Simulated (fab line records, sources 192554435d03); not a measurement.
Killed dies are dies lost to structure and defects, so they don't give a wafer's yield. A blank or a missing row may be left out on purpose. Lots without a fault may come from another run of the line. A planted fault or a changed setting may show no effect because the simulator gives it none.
fab line records | flow n5_finfet | part 2 of 2: steps 5 to 6 of 6
record lots=24 wafers=72 last_day=19
route steps=1938 shown BEOL_M6@1210 BEOL_M7@1285
lots that met no fault: from a run of the same line without faults
start_h: hours from the record's first day to the start of the lot's first wafer shown | wait_h: hours since the lot's step before | " the same as in the row above | L1.1+2: a row that stands for several wafers | - no value, or no start given | * or withheld: withheld | < > ~ a bound
route shown NAME@n: a module of which the file shows steps, and the number in the route of the first | usual: mean/standard deviation of fault-free wafers | same: alike in all rows | chamber/n: place in a boat | sites: the reading at each site | _std_site: their standard deviation | _edge_site: outer sites' mean less inner sites' | radius_mm: how far each site lies from the wafer's centre | mask NAME#n: copy n | behind: the tool/chamber that last shaped the wafer | hold: why the lot was held/for how many hours/how that ended | device: the transistor (n, p or np) that didn't switch | end of line: the same wafers' tests at the end of the route | a step without rows: its recipe alone | killed: dies lost to structure and defects at the first sort, not the wafer's yield | map: a wafer's dies, x killed, . not, _ none there
set.NAME: the setting as run; set.NAME@STEP: as run at that earlier step | model.NAME: the simulator's own value behind a step, which no gauge read
steps of the route over a sample of lots; a table a step, a row a wafer
services: from which hour (start_h, from the record's first day; less than 0 if before it) a tool's chamber was out of use, for how many hours, and why
## steps
# step N5_BEOL_M7_STRIP_19
# recipe chemistry=O2 power_w=400 temp_c=40 pressure_mtorr=30 rf_frequency_hz=6e+07 bias_power_w=0 overash_fraction=0.2 o2_flow_sccm=225
# usual drypump_motor_current_A=5.53/0.3 oes_product_au=0.77/0.075 rf_vpp_V=3.6/0.61 showerhead_plenum_p_Torr=2.08/0.078 throttle_valve_pct=16.63/0.26
# columns lot.wafer tool chamber start_h wait_h drypump_motor_current_A oes_product_au rf_hours_counter_h rf_vpp_V showerhead_plenum_p_Torr throttle_valve_pct
L074.1 rie_diel-03 2 206.31 0.1 5.33 0.73 174 3.5 2.09 17.16
L074.2 " 3 " " 5.69 0.70 231 4.2 2.07 16.99
L074.3 " 0 " " 5.59 0.72 206 3.3 2.08 16.59
L075.1 rie_diel-06 0 215.52 0.2 5.47 0.87 62 3.5 2.13 16.38
L075.4 " 3 " " 5.07 0.72 222 2.8 1.99 16.74
L075.5 " 0 " " 5.46 0.87 - 3.1 2.13 16.39
L076.1 rie_diel-03 2 215.82 0.1 5.27 0.73 176 3.1 2.09 17.17
L076.5 " 1 " " 5.24 0.78 - 4.3 1.93 16.42
L076.6 " 2 " " 5.29 0.74 - 3.2 2.09 17.17
L079.3 rie_diel-03 3 234.95 0.1 5.69 0.69 240 4.4 2.07 17.03
L079.4 " 2 " " 5.28 0.73 183 4.2 2.09 17.17
L079.6 " 3 " " 5.71 0.69 - 3.2 2.07 17.03
L077.2 rie_diel-06 2 235.18 0.2 5.94 0.77 118 4.0 2.20 16.41
L077.3 " 1 " " 5.95 0.87 46 4.6 2.13 16.37
L077.6 " 3 " " 5.05 0.71 - 4.0 1.98 16.76
L078.2 rie_diel-03 0 246.22 0.1 5.54 0.71 220 4.3 2.07 16.61
L078.5 " 0 " " 5.55 0.71 - 3.4 2.07 16.59
L078.6 " 1 " " 5.25 0.76 - 3.0 1.92 16.42
L080.1 rie_diel-03 1 255.21 0.3 5.23 0.76 158 3.2 1.92 16.45
L080.2 " 0 " " 5.57 0.70 224 3.7 2.07 16.60
L080.6 " 3 " " 5.71 0.69 - 2.9 2.07 17.02
L082.1 rie_diel-06 3 265.05 0.1 5.07 0.69 237 2.7 1.98 16.77
L082.2 " 2 " " 5.96 0.78 127 2.8 2.19 16.44
L082.6 " 0 " " 5.42 0.86 - 3.3 2.13 16.43
L081.1 rie_diel-06 0 267.45 0.1 5.49 0.85 78 2.8 2.13 16.41
L081.3 " 1 " " 5.99 0.87 55 4.2 2.13 16.38
L081.6 " 1 " " 5.98 0.85 - 3.7 2.13 16.39
L084.1 rie_diel-06 3 270.66 0.1 5.07 0.71 239 3.1 1.98 16.78
L084.2 " 1 " " 5.97 0.87 56 4.1 2.13 16.37
L084.5 " 1 " " 5.95 0.86 - 3.3 2.13 16.40
L086.1 rie_diel-01 1 275.13 0.1 5.60 0.69 241 2.9 2.15 16.81
L086.4 " 0 " " 5.08 0.80 98 3.2 2.12 16.87
L086.5 " 0 " " 5.07 0.80 - 2.8 2.12 16.86
L085.1 rie_diel-06 3 297.80 0.1 5.06 0.70 246 3.5 1.98 16.79
L085.2 " 1 " " 5.97 0.84 62 2.6 2.12 16.39
L085.6 " 0 " " 5.45 0.84 - 4.1 2.13 16.42
L083.1 rie_diel-03 1 297.96 0.1 5.22 0.74 172 3.4 1.92 16.45
L083.3 " 0 " " 5.56 0.68 238 4.1 2.07 16.63
L083.5 " 0 " " 5.57 0.70 - 3.9 2.07 16.66
L088.1 rie_diel-01 2 301.22 0.1 5.71 0.69 249 3.6 2.06 16.91
L088.2 " 1 " " 5.59 0.68 249 5.2 2.15 16.83
L088.5 " 3 " " 5.68 0.74 - 4.2 2.00 16.40
L087.1 rie_diel-03 1 301.53 0.1 5.22 0.74 173 2.8 1.92 16.48
L087.5 " 3 " " 5.70 0.97 - 3.2 2.07 16.58
L087.6 " 2 " " 5.24 0.71 - 2.3 2.08 17.21
L090.1 rie_diel-01 3 305.80 0.2 5.65 0.72 166 3.8 2.00 16.42
L090.4 " 1 " " 5.58 0.68 - 4.5 2.15 16.82
L090.5 " 3 " " 5.66 0.72 - 4.4 2.00 16.40
L089.1 rie_diel-06 0 306.38 0.2 5.48 0.84 89 4.4 2.13 16.43
L089.2 " 2 " " 5.96 0.77 136 3.2 2.19 16.46
L089.5 " 1 " " 6.00 0.86 - 3.7 2.12 16.41
L091.3 rie_diel-03 2 326.99 0.1 5.27 0.70 211 3.9 2.08 17.20
L091.4 " 1 " " 5.21 0.74 180 3.4 1.91 16.50
L091.5 " 2 " " 5.33 0.70 - 2.8 2.08 17.21
L092.1 rie_diel-01 0 327.49 0.2 5.07 0.80 110 4.0 2.11 16.88
L092.3 " 1 " " 5.59 0.68 259 4.0 2.15 16.87
L092.5 " 0 " " 5.07 0.79 - 2.6 2.11 16.88
L093.3 rie_diel-03 3 327.64 0.1 5.70 0.94 12 3.2 2.06 16.60
L093.5 " 0 " " 5.60 0.69 - 4.0 2.06 16.65
L093.6 " 1 " " 5.20 0.74 - 3.4 1.91 16.48
L094.1 rie_diel-06 2 333.34 0.2 5.97 0.76 145 3.3 2.19 16.45
L094.2 " 0 " " 5.45 0.83 98 3.3 2.12 16.45
L094.4 " 0 " " 5.46 0.83 - 3.5 2.12 16.45
L095.2 rie_diel-06 0 337.33 0.1 5.45 0.83 100 4.6 2.12 16.46
L095.5 " 0 " " 5.46 0.83 - 3.7 2.12 16.45
L095.6 " 1 " " 5.99 0.83 - 3.6 2.12 16.42
L096.1 rie_diel-03 1 360.33 0.1 5.23 0.73 193 3.0 1.91 16.51
L096.2 " 3 " " 5.69 0.91 24 2.6 2.06 16.62
L096.3 " 0 " " 5.58 1.00 0 2.9 2.06 16.21
L097.2 rie_diel-06 1 364.12 0.1 5.97 0.83 85 3.5 2.12 16.46
L097.4 " 2 " " 5.98 0.74 155 4.6 2.18 16.48
L097.6 " 0 " " 5.46 0.81 - 3.9 2.12 16.47
# step N5_BEOL_M7_OVL_MEAS_29
# recipe points_per_wafer=522
# usual V6_OVL=0.1/0.71
# columns lot.wafer tool chamber start_h wait_h V6_OVL[nm]
L074.1 overlay-01 0 207.75 0.0 1.5
L074.2 " 0 " " 0.5
L074.3 " 0 " " 1.7
L076.1 overlay-01 0 217.47 0.0 1.1
L076.5 " 0 " " 1.0
L076.6 " 0 " " 0.4
L075.1 overlay-02 0 217.64 0.0 1.4
L075.4 " 0 " " -0.5
L075.5 " 0 " " -0.2
L079.3 overlay-01 0 236.95 0.0 -0.8
L079.4 " 0 " " 1.0
L079.6 " 0 " " -0.1
L077.2 overlay-01 0 238.37 0.0 -1.5
L077.3 " 0 " " -0.4
L077.6 " 0 " " -1.2
L078.2 overlay-01 0 248.19 0.0 0.2
L078.5 " 0 " " -0.2
L078.6 " 0 " " 0.5
L080.1 overlay-01 0 255.71 0.0 -1.5
L080.2 " 0 " " -0.7
L080.6 " 0 " " -0.2
L082.1 overlay-01 0 265.51 0.0 -0.5
L082.2 " 0 " " 0.4
L082.6 " 0 " " 0.7
L081.1 overlay-02 0 267.98 0.0 -0.1
L081.3 " 0 " " 0.2
L081.6 " 0 " " -1.0
L084.1 overlay-02 0 271.30 0.0 -0.7
L084.2 " 0 " " -0.1
L084.5 " 0 " " -0.4
L086.1 overlay-02 0 276.30 0.0 0.0
L086.4 " 0 " " -1.0
L086.5 " 0 " " 0.2
L085.1 overlay-02 0 299.67 0.0 -0.2
L085.2 " 0 " " 0.0
L085.6 " 0 " " 0.9
L083.1 overlay-02 0 299.90 0.0 -0.3
L083.3 " 0 " " 0.2
L083.5 " 0 " " 0.7
L088.1 overlay-02 0 301.75 0.0 0.7
L088.2 " 0 " " -0.4
L088.5 " 0 " " -0.3
L087.1 overlay-02 0 302.00 0.0 -0.5
L087.5 " 0 " " -0.6
L087.6 " 0 " " -0.6
L090.1 overlay-02 0 307.08 0.0 0.1
L090.4 " 0 " " -0.1
L090.5 " 0 " " 0.4
L089.1 overlay-02 0 307.13 0.0 1.3
L089.2 " 0 " " 1.5
L089.5 " 0 " " 0.7
L091.3 overlay-01 0 328.42 0.0 0.6
L091.4 " 0 " " 0.3
L091.5 " 0 " " 0.5
L093.3 overlay-01 0 328.59 0.0 -0.2
L093.5 " 0 " " 0.7
L093.6 " 0 " " 0.6
L092.1 overlay-01 0 328.75 0.0 0.1
L092.3 " 0 " " -0.7
L092.5 " 0 " " -0.1
L094.1 overlay-01 0 334.01 0.0 0.8
L094.2 " 0 " " -0.6
L094.4 " 0 " " 0.7
L095.2 overlay-01 0 338.04 0.0 0.2
L095.5 " 0 " " -0.8
L095.6 " 0 " " -0.5
L096.1 overlay-01 0 362.01 0.0 -0.6
L096.2 " 0 " " -0.7
L096.3 " 0 " " -1.2
L097.2 overlay-02 0 365.40 0.0 0.1
L097.4 " 0 " " -0.7
L097.6 " 0 " " -0.5
## services
# columns tool chamber start_h hours kind
rie_diel-03 1 174.66 6.3 repair
rie_diel-02 2 193.76 - clean
rie_diel-02 2 193.76 - consumable_replace:focus_ring
rie_diel-02 2 193.76 21.7 scheduled_down
rie_diel-02 2 193.76 21.7 vent_cycle
rie_diel-01 0 210.39 10.2 repair
rie_diel-05 3 226.36 1.8 repair
rie_diel-05 3 228.48 - clean
rie_diel-05 3 228.48 - consumable_replace:focus_ring
rie_diel-05 3 228.48 13.1 scheduled_down
rie_diel-05 3 228.48 13.1 vent_cycle
rie_diel-03 2 241.27 5.7 repair
rie_diel-03 3 244.60 9.1 repair
rie_diel-05 0 267.67 7.6 repair
rie_diel-06 2 269.26 3.9 repair
rie_diel-01 0 275.92 17.7 repair
rie_diel-04 1 277.22 - clean
rie_diel-02 3 321.37 8.5 repair
rtp_anneal-01 - 326.99 4.0 pm
rie_diel-05 3 337.33 15.2 repair
rie_diel-03 - 339.99 0.7 repair
rie_diel-06 0 356.11 2.4 repair
rie_diel-02 1 356.92 13.5 repair
rie_diel-01 0 358.70 5.0 repair
